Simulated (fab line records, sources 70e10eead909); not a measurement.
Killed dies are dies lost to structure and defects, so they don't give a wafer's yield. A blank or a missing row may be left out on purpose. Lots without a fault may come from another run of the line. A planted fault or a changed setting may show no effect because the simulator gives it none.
Chamber matching | flow nand_harc | NHARC_A_WL_FILL_CMP_12 on cmp-03: 4 sister chambers
The step polishes, t overpolish 30 s, target thk 100 nm. 8 wafers are shown with their chamber, then 8 later ones without.

WAFERS WITH THEIR CHAMBER
wafer  | chamber | motor_current_A (A) | time_to_endpoint_s (s)
L085.1 | 1       | 12.2                | 24.9
L085.2 | 0       | 11.4                | 25.1
L085.5 | 2       | 14.8                | 18.5
L085.6 | 3       | 13.0                | 21.3
L090.3 | 0       | 11.3                | 20.0
L090.4 | 2       | 14.3                | 15.8
L090.6 | 3       | 13.5                | 16.6
L088.3 | 1       | 11.1                | 22.8

WAFERS WITHOUT THEIR CHAMBER
wafer  | motor_current_A (A) | time_to_endpoint_s (s)
L088.4 | 12.4                | 18.3
L088.5 | 12.2                | 15.8
L093.4 | 15.0                | 18.4
L093.5 | 12.3                | 19.7
L093.6 | 14.4                | 18.7
L095.1 | 11.1                | 22.5
L095.4 | 11.3                | 22.5
L095.6 | 12.8                | 18.4

WHICH CHAMBER EACH WENT THROUGH
wafer  | from the rows above          | in truth
L088.4 | can't be placed: 3 or 1 or 0 | 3
L088.5 | can't be placed: 3 or 0 or 1 | 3
L093.4 | 2                            | 2
L093.5 | can't be placed: 1 or 3 or 0 | 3
L093.6 | can't be placed: 2 or 3      | 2
L095.1 | can't be placed: 0 or 1      | 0
L095.4 | can't be placed: 0 or 1      | 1
L095.6 | 3                            | 3
Placed correctly: 2 of 8. Can't be placed from these rows: 6 (the true chamber is among the candidates in 6). Placed wrongly: 0.
How it was worked out, from the rows above alone: a wafer's distance from a chamber is the root of the sum, over the readings, of the square of ((its reading less the chamber's mean) divided by the reading's scatter). The wafer belongs to the nearest chamber; if the next one is less than 2 further off, it can't be placed. A chamber's mean is the mean of its shown wafers. The scatter: the root of (the sum of the squares of (reading less its chamber's mean) over the shown wafers, divided by (wafers less chambers)).
